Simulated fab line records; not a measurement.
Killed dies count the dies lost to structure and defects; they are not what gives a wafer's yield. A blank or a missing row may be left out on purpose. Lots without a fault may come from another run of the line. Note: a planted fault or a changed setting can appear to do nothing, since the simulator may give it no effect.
fab line records | flow n5_finfet
[record] lots = 5 wafers = 13 last_day = 17
route steps=1938 shown FIN_SAQP@114 FIN_CUT@154 BEOL_M4@1111 PASSIVATION@1936
lots untouched by any fault: they come from a run of this same line in which no faults occurred
start_h: hours from the record's first day to the start of the lot's first wafer shown | wait_h: how many hours have passed since the lot's step before this one | " identical to the entry in the row above | L1.1+2: several wafers, shown together as one row | - no value, or no start given | * or withheld: withheld | < > ~ a bound
route shown NAME@n: names a module that has steps shown in the file, with the first one's number in the route | usual: mean and standard deviation over wafers with no fault | same: alike in all rows | chamber/n: place in a boat | sites: readings site by site | _std_site: their standard deviation | _edge_site: outer sites' mean less inner sites' | radius_mm: for every site, how far away it sits from the centre of the wafer | mask NAME#n: copy n | behind: the tool/chamber that last shaped the wafer | hold: what put the lot on hold/how long, in hours/how the hold closed | device: whichever transistor did not switch (one of n, p or np) | end of line: tests of these same wafers at the route's end | a step given without rows: its recipe and nothing more | killed: count of dies lost to structure and defects at first sort (not the wafer's yield) | map: the dies of a wafer, with x for killed, . for not killed, _ for no die there
set.NAME: the setting as run; set.NAME@STEP: as run at that earlier step | model.NAME: the simulator's own value behind a step, which no gauge read
lots seen at some steps along the route; tables by step, rows by wafer
services: a tool's chamber out of use, with start hour (start_h, from the record's first day; less than 0 if before it), hours out, and reason
[[steps]]
[step N5_FIN_SAQP_DESCUM_21]
[recipe] chemistry = O2 time_s = 7.9 source_power_w = 50 bias_power_w = 20 pressure_mtorr = 20 rf_frequency_hz = 2.712e+07 temp_c = 40 resist = CAR-ArF o2_flow_sccm = 225
[step N5_FIN_SAQP_ETCH_51]
[recipe] chemistry = CF4 target = SiARC target_depth_a = 455 mask_material = CAR-ArF time_s = 75.8 ion_energy_ev = 80 pressure_mtorr = 40 source_w = 545 bias_w = 36 Ar_flow_sccm = 100 cf4_flow_sccm = 100 ends = cleared
[step N5_FIN_SAQP_ETCH_52]
[recipe] chemistry = N2/H2 target = SOC target_depth_a = 1000 overetch_a = 200 mask_material = SiARC temp_c = 40 time_s = 150 ion_energy_ev = 200 pressure_mtorr = 30 source_w = 840 bias_w = 150 n2_flow_sccm = 200 h2_flow_sccm = 200 ends = end_point
[step N5_FIN_SAQP_STRIP_53]
[recipe] chemistry = N2/H2 temp_c = 40 n2_flow_sccm = 200 h2_flow_sccm = 200 rf_frequency_hz = 6e+07
[step N5_FIN_SAQP_HM_OPEN_73]
[recipe] chemistry = CHF3/O2 target = SiO2 stop_on = a-Si target_depth_a = 120 over_etch_frac = 1.8 mask_material = SOC time_s = 16.8 pressure_mtorr = 30 source_w = 650 bias_w = 170 Ar_flow_sccm = 200 CHF3_flow_sccm = 50 O2_flow_sccm = 5 ion_energy_ev = 200 ends = end_point
[step N5_FIN_SAQP_STRIP_74]
[recipe] chemistry = CHF3/O2 resist = SiARC rf_frequency_hz = 6e+07
[step N5_FIN_SAQP_MANDREL_ETCH_22]
[recipe] target_depth_a = 600 chemistry = HBr/Cl2 target = a-Si stop_on = SiNx bt_time_s = 10 over_etch_frac = 0.5 time_s = 30 pressure_mtorr = 10 icp_w = 800 bias_w = 75 HBr_flow_sccm = 150 Cl2_flow_sccm = 80 ends = end_point
[step N5_FIN_SAQP_STRIP_55]
[recipe] chemistry = N2/H2 power_w = 500 temp_c = 40 pressure_mtorr = 50 rf_frequency_hz = 6e+07 overash_fraction = 0.3 bias_power_w = 28 h2_frac = 0.5 n2_flow_sccm = 300 h2_flow_sccm = 300
[step N5_FIN_SAQP_STRIP_23]
[recipe] chemistry = SPM time_s = 750 temp_c = 130 h2so4_h2o2_vol_ratio = 4
[step N5_FIN_SAQP_SRD_66]
[recipe] dry = ipa_marangoni time_s = 30 temp_c = 23 rinse_liquid = diw
[step N5_FIN_SAQP_RECESS_75]
[recipe] chemistry = HF/NH3 target = SiO2 target_depth_a = 144 afs_cycles = 3 temp_c = 30 sublimation_temp_c = 180 sublimation_time_s = 60
[step N5_FIN_SAQP_SPACER1_ALD_24]
[recipe] material = SiO2 target_thk_a = 203 temp_c = 300 ald_precursor_family = BDEAS ald_co_reactant = O2-plasma pulse_time_s = 1 purge_time_s = 2 co_reactant_purge_time_s = 2 ald_cycles = 218 pressure_torr = 2
[step N5_FIN_SAQP_SPACER1_ETCHBACK_25]
[recipe] chemistry = CHF3/O2 mode = anisotropic_etchback target = SiO2 target_depth_a = 244 time_s = 12.2 pressure_mtorr = 30 source_w = 650 bias_w = 170 Ar_flow_sccm = 200 CHF3_flow_sccm = 50 O2_flow_sccm = 5 ion_energy_ev = 200
[usual] drypump_motor_current_A = 5.7/0.41 oes_ar_750_au = 0.77/0.074 oes_product_au = 0.77/0.081 rf_fwd_power_W = 646.4/2.3 rf_vpp_V = 526/10 showerhead_plenum_p_Torr = 2.38/0.065 throttle_valve_pct = 18.91/0.19
// columns lot.wafer tool chamber start_h wait_h drypump_motor_current_A oes_ar_750_au oes_product_au rf_fwd_power_W rf_hours_counter_h rf_vpp_V showerhead_plenum_p_Torr throttle_valve_pct
L298.1 rie_diel-03 3 54.98 0.4 5.6 0.68 0.67 644.0 248 530 2.38 19.12
L298.3 " 2 " " 6.2 0.79 0.79 649.4 121 524 2.32 18.84
L298.5 " 3 " " 5.6 0.68 0.66 645.2 - 529 2.38 19.12
L308.1 rie_diel-03 3 115.40 0.4 5.6 0.91 0.71 643.9 14 527 2.37 18.72
L308.4 " 1 " " 5.3 0.67 0.66 645.4 248 542 2.46 19.21
L310.4 rie_diel-03 3 126.46 0.5 5.6 0.90 0.95 642.2 - 529 2.37 18.79
L310.5 " 2 " " 6.2 0.77 0.57 646.8 - 521 2.32 18.82
L311.3 rie_diel-03 0 132.52 0.4 6.1 0.83 0.83 647.2 84 522 2.35 18.92
L311.5 " 2 " " 6.2 0.77 0.57 646.4 - 521 2.31 18.84
L311.6 " 3 " " 5.6 0.90 0.92 647.3 - 529 2.37 18.79
L315.3 rie_diel-06 3 156.30 0.4 6.4 0.73 0.72 645.5 188 524 2.30 18.84
L315.4 " 1 " " 5.4 0.79 0.77 641.0 127 521 2.41 18.57
L315.6 " 0 " " 5.0 0.70 0.70 647.8 - 537 2.48 19.08
[step N5_FIN_SAQP_MANDREL1_REMOVE_56]
[recipe] chemistry = HBr/Cl2/O2 bt_time_s = 10 target = a-Si stop_on = SiNx endpoint = OES-SiCl over_etch_frac = 1 icp_w = 600 bias_w = 22 HBr_flow_sccm = 150 Cl2_flow_sccm = 80 O2_flow_sccm = 5 pressure_mtorr = 10
[usual] drypump_motor_current_A = 5.7/0.39 mfc_cl2_sccm = 80.02/0.22 oes_product_au = 0.987/0.017 rf_fwd_power_W = 596.8/1.9 throttle_valve_pct = 36.50/0.21
[same] over_etch_frac = 1
// columns lot.wafer tool chamber start_h wait_h drypump_motor_current_A mfc_cl2_sccm oes_product_au rf_fwd_power_W rf_hours_counter_h throttle_valve_pct
L298.1 rie_si-03 2 55.07 0.1 6.2 79.67 0.971 595.0 63 36.74
L298.3 " 3 " " 5.2 80.34 1.005 595.4 54 36.17
L298.5 " 1 " " 5.3 80.36 0.966 596.4 - 36.63
L308.1 rie_si-05 2 115.49 0.1 5.9 80.19 0.381 595.4 1 36.11
L308.4 " 3 " " 6.2 79.92 0.978 596.4 140 36.30
L310.4 rie_si-04 1 126.52 0.0 6.1 79.81 0.991 596.9 44 36.46
L310.5 " 2 " " 5.5 80.24 0.369 597.8 - 36.62
L311.3 rie_si-03 3 132.61 0.1 5.2 79.92 1.004 596.2 56 36.16
L311.5 " 3 " " 5.2 79.97 0.373 592.9 - 36.16
L311.6 " 2 " " 6.1 79.84 0.971 599.4 - 36.73
L315.3 rie_si-04 0 156.39 0.1 5.6 79.97 0.983 595.4 80 36.78
L315.4 " 2 " " 5.5 80.03 0.954 595.7 90 36.62
L315.6 " 0 " " 5.6 80.27 0.982 597.8 - 36.79
[step N5_FIN_SAQP_CD_MEAS_27]
[recipe] target_cd_nm = 20 landing_energy_ev = 1000 detector = se_inlens polarity = line
[usual] cd_nm = 20.24/0.26
// columns lot.wafer tool chamber start_h wait_h cd_nm
L298.1 cd_sem-02 0 55.18 0.1 20.12
L298.3 " 0 " " 20.22
L298.5 " 0 " " 20.80
L308.1 cd_sem-01 0 115.60 0.1 -
L308.4 " 0 " " 20.35
L310.4 cd_sem-03 0 126.64 0.1 20.13
L310.5 " 0 " " -
L311.3 cd_sem-01 0 132.73 0.1 19.94
L311.5 " 0 " " -
L311.6 " 0 " " 20.00
L315.3 cd_sem-02 0 156.50 0.1 20.29
L315.4 " 0 " " 20.45
L315.6 " 0 " " 20.47
[step N5_FIN_SAQP_ETCH_57]
[recipe] chemistry = CH3F/O2 target = SiNx mask_material = SiO2 target_depth_a = 325 time_s = 46.4 pressure_mtorr = 30 source_w = 395 bias_w = 73 Ar_flow_sccm = 150 CH3F_flow_sccm = 30 O2_flow_sccm = 20 ion_energy_ev = 120 ends = cleared
[usual] drypump_motor_current_A = 5.6/0.43 etch_rf_on_time_s = 46.3/1.1 oes_ar_750_au = 0.76/0.061 oes_product_au = 0.65/0.056 rf_fwd_power_W = 388.7/1.8 rf_vpp_V = 298/6.1 showerhead_plenum_p_Torr = 1.99/0.065 throttle_valve_pct = 16.32/0.21
// columns lot.wafer tool chamber start_h wait_h drypump_motor_current_A etch_rf_on_time_s oes_ar_750_au oes_product_au rf_fwd_power_W rf_hours_counter_h rf_vpp_V showerhead_plenum_p_Torr throttle_valve_pct
L298.1 rie_diel-05 3 55.23 0.0 5.2 45.7 0.70 0.59 388.1 222 302 1.98 16.71
L298.3 " 3 " " 5.2 45.0 0.69 0.60 387.5 - 303 1.98 16.72
L298.5 " 3 " " 5.2 45.5 0.70 0.60 388.8 - 301 1.98 16.70
L308.1 rie_diel-06 3 115.88 0.3 6.4 116.0 0.74 0.28 393.6 171 297 1.92 16.26
L308.4 " 0 " " 5.0 47.0 0.72 0.61 389.0 209 306 2.06 16.53
L310.4 rie_diel-05 0 126.68 0.0 5.7 48.1 0.74 0.62 389.4 176 288 1.99 16.40
L310.5 " 1 " " 5.2 116.0 0.75 0.28 394.1 - 298 1.99 16.34
L311.3 rie_diel-06 0 132.77 0.0 5.0 48.1 0.70 0.60 388.4 215 305 2.06 16.51
L311.5 " 1 " " 5.4 116.0 0.80 0.30 391.6 - 295 2.00 15.97
L311.6 " 0 " " 5.0 48.1 0.70 0.60 387.7 - 305 2.06 16.51
L315.3 rie_diel-06 3 156.54 0.0 6.4 45.9 0.73 0.62 387.5 188 299 1.91 16.32
L315.4 " 0 " " 5.0 45.8 0.70 0.60 384.8 225 305 2.06 16.56
L315.6 " 1 " " 5.4 45.5 0.79 0.67 385.9 - 296 2.00 16.05
[step N5_FIN_SAQP_ETCH_65]
[recipe] chemistry = CF4 target = SiO2 target_depth_a = 40 ion_energy_ev = 350 time_s = 4.4 pressure_mtorr = 10 icp_w = 800 bias_w = 400 cf4_flow_sccm = 80
[step N5_FIN_SAQP_MANDREL_ETCH_58]
[recipe] chemistry = HBr/Cl2 target = a-Si target_depth_a = 450 bt_time_s = 10 stop_on = SiNx mask_material = SiO2 over_etch_frac = 0.8 time_s = 27 pressure_mtorr = 10 icp_w = 800 bias_w = 75 HBr_flow_sccm = 150 Cl2_flow_sccm = 80 ends = end_point
[usual] drypump_motor_current_A = 5.7/0.41 mfc_cl2_sccm = 79.99/0.23 oes_product_au = 0.688/0.015 rf_fwd_power_W = 794.3/2.7 throttle_valve_pct = 35.38/0.22
[same] over_etch_frac = 0.8
// columns lot.wafer tool chamber start_h wait_h drypump_motor_current_A mfc_cl2_sccm oes_product_au rf_fwd_power_W rf_hours_counter_h throttle_valve_pct
L298.1 rie_si-04 3 55.41 0.0 6.0 79.86 0.695 794.0 15 35.65
L298.3 " 1 " " 6.1 80.37 0.693 794.4 42 35.32
L298.5 " 3 " " 6.1 79.93 0.707 795.5 - 35.64
L308.1 rie_si-04 1 116.02 0.0 6.2 79.91 0.318 795.9 43 36.07
L308.4 " 0 " " 5.6 80.28 0.686 797.6 80 35.65
L310.4 rie_si-05 2 126.82 0.0 5.9 79.98 0.713 794.2 1 34.98
L310.5 " 1 " " 5.4 79.87 0.329 790.6 - 36.02
L311.3 rie_si-04 0 132.91 0.0 5.7 79.99 0.685 796.2 80 35.64
L311.5 " 3 " " 6.0 80.08 0.321 796.9 - 36.41
L311.6 " 0 " " 5.7 80.23 0.694 793.8 - 35.65
L315.3 rie_si-03 0 156.68 0.0 6.2 79.80 0.671 796.7 150 35.36
L315.4 " 2 " " 6.2 80.02 0.690 796.4 64 35.58
L315.6 " 3 " " 5.2 79.95 0.697 787.6 - 35.06
[step N5_FIN_SAQP_RECESS_63]
[recipe] chemistry = HF/NH3 target = SiO2 target_depth_a = 180 afs_cycles = 3 temp_c = 30 sublimation_temp_c = 180 sublimation_time_s = 60
[step N5_FIN_SAQP_COAT_68]
[recipe] resist = SOC temp_c = 250 time_s = 60 spin_rpm = 1500 resist_thk_nm = 100
[step N5_FIN_SAQP_ETCH_69]
[recipe] chemistry = N2/H2 target = SOC target_depth_a = 1500 stop_on = SiNx ion_energy_ev = 100 bias_w = 61 pressure_mtorr = 30 source_w = 850 n2_flow_sccm = 200 h2_flow_sccm = 200
[step N5_FIN_SAQP_ETCH_67]
[recipe] chemistry = CH3F/O2 target = SiNx target_depth_a = 300 mask_material = SOC pressure_mtorr = 30 source_w = 395 bias_w = 73 Ar_flow_sccm = 150 CH3F_flow_sccm = 30 O2_flow_sccm = 20 ion_energy_ev = 120
[step N5_FIN_SAQP_STRIP_70]
[recipe] chemistry = N2/H2 power_w = 500 temp_c = 40 pressure_mtorr = 50 rf_frequency_hz = 6e+07 overash_fraction = 0.3 bias_power_w = 28 h2_frac = 0.5 n2_flow_sccm = 300 h2_flow_sccm = 300
[step N5_FIN_SAQP_RECESS_71]
[recipe] chemistry = HF/NH3 target = SiO2 target_depth_a = 30 afs_cycles = 1 temp_c = 30 sublimation_temp_c = 180 sublimation_time_s = 60
[step N5_FIN_SAQP_SPACER2_ALD_28]
[recipe] material = SiO2 target_thk_a = 81 temp_c = 300 ald_precursor_family = BDEAS ald_co_reactant = O2-plasma pulse_time_s = 1 purge_time_s = 2 co_reactant_purge_time_s = 2 pressure_torr = 2
[step N5_FIN_SAQP_SPACER2_ETCHBACK_29]
[recipe] chemistry = CHF3/O2 mode = anisotropic_etchback target = SiO2 target_depth_a = 122 time_s = 6.1 pressure_mtorr = 30 source_w = 650 bias_w = 170 Ar_flow_sccm = 200 CHF3_flow_sccm = 50 O2_flow_sccm = 5 ion_energy_ev = 200
[step N5_FIN_SAQP_MANDREL2_REMOVE_60]
[recipe] chemistry = HBr/Cl2/O2 bt_time_s = 10 target = a-Si stop_on = SiNx endpoint = OES-SiCl over_etch_frac = 1 icp_w = 600 bias_w = 22 HBr_flow_sccm = 150 Cl2_flow_sccm = 80 O2_flow_sccm = 5 pressure_mtorr = 10
[step N5_FIN_SAQP_HM_OPEN_33]
[recipe] chemistry = CH3F/O2 target = SiNx mask_material = SiO2 target_depth_a = 494 time_s = 70.6 pressure_mtorr = 30 source_w = 395 bias_w = 73 Ar_flow_sccm = 150 CH3F_flow_sccm = 30 O2_flow_sccm = 20 ion_energy_ev = 120 ends = cleared
[step N5_FIN_SAQP_ETCH_34]
[recipe] chemistry = C4F6/O2 target = SiO2 target_depth_a = 450 time_s = 15 ion_energy_ev = 250 pressure_mtorr = 30 source_w = 345 bias_w = 185 Ar_flow_sccm = 300 C4F6_flow_sccm = 10 O2_flow_sccm = 10 ends = cleared
[step N5_FIN_SAQP_STRIP_77]
[recipe] chemistry = N2/H2 time_s = 90 power_w = 100 temp_c = 40 pressure_mtorr = 100 rf_frequency_hz = 6e+07 bias_power_w = 3 n2_flow_sccm = 300 h2_flow_sccm = 300
[step N5_FIN_SAQP_ETCH_64]
[recipe] chemistry = CF4 target = SiO2 target_depth_a = 15 ion_energy_ev = 350 pressure_mtorr = 10 icp_w = 800 bias_w = 400 cf4_flow_sccm = 80
[step N5_FIN_SAQP_FIN_ETCH_36]
[recipe] chemistry = HBr/Cl2/O2 target_depth_a = 1200 mask_material = SiNx time_s = 50.4 bias_w = 102 pressure_mtorr = 10 icp_w = 800 HBr_flow_sccm = 150 Cl2_flow_sccm = 80 O2_flow_sccm = 12
[step N5_FIN_SAQP_PRECLEAN_38]
[recipe] chemistry = O3/DIW time_s = 45 temp_c = 22 o3_ppm = 10
[step N5_FIN_SAQP_PRECLEAN_45]
[recipe] chemistry = dHF time_s = 10 dilution = 500:1 temp_c = 25
[step N5_FIN_SAQP_SRD_39]
[recipe] dry = ipa_marangoni time_s = 30 temp_c = 23 rinse_liquid = diw
[step N5_FIN_CUT_COAT_18]
[recipe] resist = SOC temp_c = 250 time_s = 60 spin_rpm = 1500 resist_thk_nm = 230
[step N5_FIN_CUT_COAT_19]
[recipe] resist = SiARC temp_c = 220 time_s = 60 spin_rpm = 1500 resist_thk_nm = 20
[step N5_BEOL_M4_RC_MEAS_101]
[usual] DIBL_N = 35.8/1.8 DIBL_P = 35.6/2 IOFF_N = 0.148/0.028 IOFF_P = 0.20/0.034 ION_N = 672/12 ION_P = 462/8.5 SS_N = 71.2/0.65 SS_P = 73.1/0.67 VT_N = 251/3.3 VT_P = -251/3.8
// columns lot.wafer tool chamber start_h wait_h DIBL_N[mV/V] DIBL_P[mV/V] IOFF_N[nA/um] IOFF_P[nA/um] ION_N[uA/um] ION_P[uA/um] SS_N[mV/dec] SS_P[mV/dec] VT_N[mV] VT_P[mV]
L298.1 prober-01 0 196.42 0.0 36.1 34.7 0.136 0.18 678 461 71.2 73.2 251 -253
L298.3 " 0 " " 34.8 33.6 0.117 0.16 663 454 70.6 72.5 252 -255
L298.5 " 0 " " 36.1 35.3 0.133 0.18 664 457 71.0 73.3 257 -252
L308.4 prober-02 0 262.44 0.5 33.3 33.4 0.128 0.21 660 468 70.8 72.4 250 -249
L310.4 prober-02 0 264.67 0.5 39.0 40.2 0.174 0.21 670 449 72.3 73.7 253 -252
L311.3 prober-01 0 267.62 0.3 37.0 37.7 0.157 0.21 676 463 71.7 73.4 250 -252
L311.6 " 0 " " 36.9 36.7 0.158 0.19 673 455 72.4 73.3 250 -253
L315.3 prober-02 0 307.18 0.3 34.2 33.6 0.128 0.18 679 463 70.3 72.2 254 -252
L315.4 " 0 " " 34.9 33.6 0.130 0.17 678 462 71.0 72.6 253 -252
L315.6 " 0 " " 36.6 35.9 0.153 0.21 687 471 71.3 73.1 250 -248
[step N5_PASSIVATION_PROBE_49]
[usual] defect_limited_yield = 91.3/1.5 killed_at_M0_to_M3 = 34/11 killed_at_M4_up = 14/6.1 killed_at_contacts = 12/5.9 killed_at_front_end = 39/11 killed_at_other = 4/3.3 killed_dies = 102/18 killed_on_rim = 13/3.8 killed_open = 67/13 killed_short = 33/7.9 sort_bin_5_function = 5.1/1 sort_bin_6_memory = 3.3/0.7 sort_n_pass = 1077/19 sort_yield_pct = 91.3/1.6
[same] gross_dies = 1180 killed_at_back_side = 0 sort_bin_4_leakage[%] = 0 sort_bin_8_speed[%] = 0
// columns lot.wafer tool chamber start_h wait_h defect_limited_yield[%] killed_at_M0_to_M3 killed_at_M4_up killed_at_contacts killed_at_front_end killed_at_other killed_dies killed_on_rim killed_open killed_short sort_bin_5_function[%] sort_bin_6_memory[%] sort_n_pass sort_yield_pct[%]
L308.1 prober-01 - 360.51 0.0 0.2 19 4 9 1145 1 1178 152 42 15 97.6 2.1 2 0.2
L310.4 prober-01 - 370.19 0.2 93.9 27 10 4 30 1 72 11 49 20 3.3 2.6 1108 93.9
L310.5 prober-01 - 370.24 0.2 0.3 21 11 21 1116 7 1176 150 59 39 95.6 3.6 4 0.3
L311.5 prober-02 - 373.63 0.2 0.4 21 11 6 1136 1 1175 148 44 27 97.5 1.8 5 0.4
// killed by level:class
L308.1 FIN_SAQP:area_etchback=1121 BEOL_M2:geometric_particle:open=9 MOL_CONTACT_COAG:geometric_particle:open=8 FIN_SAQP:geometric_particle:short=7 DUMMY_GATE:geometric_particle:open=6 BEOL_M1:geometric_particle:open=5 DUMMY_GATE:geometric_particle:short=3 STARTING-WAFER:geometric_particle:open=3
L310.4 BEOL_M1:geometric_particle:open=12 FIN_SAQP:geometric_particle:short=10 FIN_SAQP:geometric_particle:open=6 BEOL_M0:geometric_particle:open=6 DUMMY_GATE:geometric_particle:open=4 STI_FIN_REVEAL:geometric_particle:open=3 STARTING-WAFER:geometric_particle:open=3 BEOL_M9:geometric_particle:open=2
L310.5 FIN_SAQP:area_etchback=1076 FIN_SAQP:geometric_particle:short=19 MOL_CONTACT_COAG:geometric_particle:open=18 BEOL_M0_SAQP:geometric_particle:open=8 BEOL_M0_SAQP:geometric_particle:short=7 MOL_CONTACT_COAG:geometric_particle:short=3 STI_FIN_REVEAL:geometric_particle:open=3 BEOL_M2:geometric_particle:open=3
L311.5 FIN_SAQP:area_etchback=1102 FIN_SAQP:geometric_particle:open=8 BEOL_M3:geometric_particle:open=5 MOL_CONTACT_COAG:geometric_particle:open=4 BEOL_M0_SAQP:geometric_particle:short=4 BEOL_M4:geometric_particle:open=4 STARTING-WAFER:geometric_particle:short=4 FIN_SAQP:geometric_particle:short=3
// map L308.1 (x killed, . not)
_________________xxxxxxxxxxxx________________
______________xxxxxxxxxxxxxxxxxx_____________
___________xxxxxxxxxxxxxxxxxxxxxxxx__________
__________xxxxxxxxxxxxxxxxxxxxxxxxxx_________
________xxxxxxxxxxxxxxxxxxxxxxxxxxxxxx_______
_______xxxxxxxxxxxxxxxxxxxxxxxxxxxxxxxx______
______xxxxxxxxxxxxxxxxxxxxxxxxxxxxxxxxxx_____
_____xxxxxxxxxxxxxxxxxxxxxxxxxxxxxxxxxxxx____
____xxxxxxxxxxxxxxxxxxxxxxxxxxxxxxxxxxxxxx___
___xxxxxxxxxxxxxxxxxxxxxxxxxxxxxxxxxxxxxxxx__
___xxxxxxxxxxxxxxxxxxxxxxxxxxxxxxxxxxxxxxxx__
__xxxxxxxxxxxxxxxxxxxxxxxxxxxxxxxxxxxxxxxxxx_
__xxxxxxxxxxxxxxxxxxxxxxxxxxxxxxxxxxxxxxxxxx_
_xxxxxxxxxxxxxxxxxxxxxxxxxxxxxxxxxxxxxxxxxxxx
_xxxxxxxxxxxxxxxxxxxxxxxxxxxxxxxxxxxxxxxxxxxx
_xxxxxxxxxxxxxxxxxxxxxxxxxxxxxxxxxxxxxxxxxxxx
_xxxxxxxxxxxxxxxxxxxxxxxxxxxxxxxxxxxxxxxxxxxx
_xxxxxxxxxxxxxxxxxxxxxxxxxxxxxxxxxxxxxxxxxxxx
_xxxxxxxxxxxxxxxxxxxxxxxxxxxxxxxxxxxxxxxxxxxx
_xxxxxxxxxxxxxxxxxxxxxxxxxxxxxxxxxxxxxxxxxxxx
_xxxxxxxxxxxxxxxxxxxxxxxxxxxxxxxxxxxxxxxxxxxx
__xxxxxxxxxxxxxxxxxxxxxxxxxxxxxxxxxxxxxxxxxx_
__xxxxxxxxxxxxxx.xxxxxxxxxxxxxxxxxxxxxxxxxxx_
___xxxxxxxxxxxxxxxxxxxxxxxxxxx.xxxxxxxxxxxx__
___xxxxxxxxxxxxxxxxxxxxxxxxxxxxxxxxxxxxxxxx__
____xxxxxxxxxxxxxxxxxxxxxxxxxxxxxxxxxxxxxx___
_____xxxxxxxxxxxxxxxxxxxxxxxxxxxxxxxxxxxx____
______xxxxxxxxxxxxxxxxxxxxxxxxxxxxxxxxxx_____
_______xxxxxxxxxxxxxxxxxxxxxxxxxxxxxxxx______
________xxxxxxxxxxxxxxxxxxxxxxxxxxxxxx_______
__________xxxxxxxxxxxxxxxxxxxxxxxxxx_________
___________xxxxxxxxxxxxxxxxxxxxxxxx__________
______________xxxxxxxxxxxxxxxxxx_____________
_________________xxxxxxxxxxxx________________
// map L310.5 (x killed, . not)
_________________xxxxxxxxxxxx________________
______________xxxxxxxxxxxxxxxxxx_____________
___________xxxxxxxxxxxxxxxxxxxxxxxx__________
__________xxxxxxxxxxxxxxxxxxxxxxxxxx_________
________xxxxxxxxxxxxxxxxxxxxxxxxxxxxxx_______
_______xxxxxxxxxxxxxxxxxxxxxxxxxxxxxxxx______
______xxxxxxxxxxxxxxxxxxxxxxxxxxxxxxxxxx_____
_____xxxxxxxxxxxxxxxxxxxxxxxxxxxxxxxxxxxx____
____xxxxxxxxxxxxxxxxxxxxxxxxxxxxxxxxxxxxxx___
___xxxxxxxxxxxxxxxxxxxxxxxxxxxxxxxxxxxxxxxx__
___xxxxxxxxxxxxxxxxxxxxxxxxxxxxxxxxxxxxxxxx__
__xxxxxxxxxxxxxxxxxxxxxxxxxxxxxxxxxxxxxxxxxx_
__xxxxxxxxxxxxxxxxxxxxxxxxxxxxxxxxxxxxxxxxxx_
_xxxxxxxxxxxxxxxxxxxxxxxxxxxxxxxxxxxxxxxxxxxx
_xxxxxxxxxxxxxxxxxxxxxxxxxxxxxxxxxxxxxxxxxxxx
_x.xxxxxxxxxxxxxxxxxxxxxxxxxxxxxxxxxxxxxxxxxx
_xxxxxxxxxxxxxxxxxxxxxxxxxxxxxxxxxxxxxxxxxxxx
_xxxxxxxxxxxxxxxxxxxxxxxxxxxxxxxxxxxxxxxxxxxx
_xxxxxxxxxxxxxxxxxxxxxxxxxxxxxxxxxxxxxxxxxxxx
_xxxxxxxxxxxxxxxxxxxxxxxxxxxxxxxxxxxxxxxxxxxx
_xxxxxxxxxxxxxxxxxxxxxxxxxxxxxxxxxxxxxxxxxxxx
__xxxxxxxxxxxxxxxxxxxxxxxxxxxxxxxxxxxxxxxxxx_
__xxxxxxxxxxxxxxxxxxxxxxxxxxxxxxxxxxxxxxxxxx_
___xxxxxxxxxxxxxxxxxxxxxxxxxxxxxxxxxxxxxxxx__
___xxxxxxxxxxxxxxxxxxxxxxxxxxxxxxxxxxxxxxxx__
____xxxxxxxxxxxxxxxxxxxxxxxxxxxxxxxxxxxxxx___
_____xxxxxxxxxxxxxxxxxxxxxxxxxxxxxxxxxxxx____
______xxxxxxxxxxxxxxxxxxxxxxxxxxxxxxxxxx_____
_______xxxxxxxxxxxxxxxxxxxxxxxxxxxxxxxx______
________.xxx.xxxxxxxxxxxxxxxxxxxxxxxxx_______
__________xxxxxxxxxxxxxxxxxxxxxxxxxx_________
___________.xxxxxxxxxxxxxxxxxxxxxxx__________
______________xxxxxxxxxxxxxxxxxx_____________
_________________xxxxxxxxxxxx________________
[[services]]
// columns tool chamber start_h hours kind
rie_diel-05 2 35.44 5.7 repair
rie_diel-06 2 42.20 6.6 repair
rie_si-05 2 43.58 - clean
rie_si-05 2 43.58 22.6 scheduled_down
rie_si-05 2 43.58 22.6 vent_cycle
rie_diel-05 1 45.20 32.4 repair
rie_diel-05 0 48.06 9.0 repair
rie_diel-03 3 60.97 - clean
rie_diel-03 3 60.97 - consumable_replace:focus_ring
rie_diel-03 3 60.97 14.1 scheduled_down
rie_diel-03 3 60.97 14.1 vent_cycle
rie_diel-06 3 94.68 12.9 repair
rie_diel-03 1 121.14 - clean
rie_diel-03 1 121.14 - consumable_replace:focus_ring
rie_diel-03 1 121.14 33.9 scheduled_down
rie_diel-03 1 121.14 33.9 vent_cycle
rie_diel-05 3 128.67 - clean
rie_diel-05 3 128.67 - consumable_replace:focus_ring
rie_diel-05 3 128.67 11.6 scheduled_down
rie_diel-05 3 128.67 11.6 vent_cycle
rie_si-03 2 140.05 1.3 repair
[[key]]
[first_sign] step = N5_FIN_SAQP_MANDREL1_REMOVE_56 reading = oes_product_au direction = down sigmas = 36 usual = 0.987 struck = 0.374
[effect] step = N5_FIN_SAQP_CD_MEAS_27 reading = cd_nm direction = missing
[effect] step = N5_FIN_SAQP_ETCH_57 reading = etch_rf_on_time_s direction = up sigmas = 64 usual = * struck = *
[effect] step = N5_FIN_SAQP_MANDREL_ETCH_58 reading = oes_product_au direction = down sigmas = 25 usual = 0.688 struck = 0.323
[effect] step = N5_PASSIVATION_PROBE_49 reading = killed_at_front_end direction = up sigmas = 99+ usual = 39 struck = 1132
[more_kills_born_at] N5_FIN_SAQP_SPACER1_ETCHBACK_25@rie_diel-03 = 3299
met_at N5_FIN_SAQP_SPACER1_ETCHBACK_25
struck_wafers L308.1,L310.5,L311.5
later_rows_left_out L308.1,L310.5,L311.5
onset_between 54.98 115.40
[fault] kind = process_parameter_drift tool = rie_diel-03 chamber = - onset_h = 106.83 steps = N5_FIN_SAQP_SPACER1_ETCHBACK_25 channel = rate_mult offset = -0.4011 shape = step end_h = 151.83 scope = struck_wafers_only
// later_rows_left_out: the simulator's readings of these wafers behind a module that went badly wrong aren't trusted and aren't shown, but for the sort
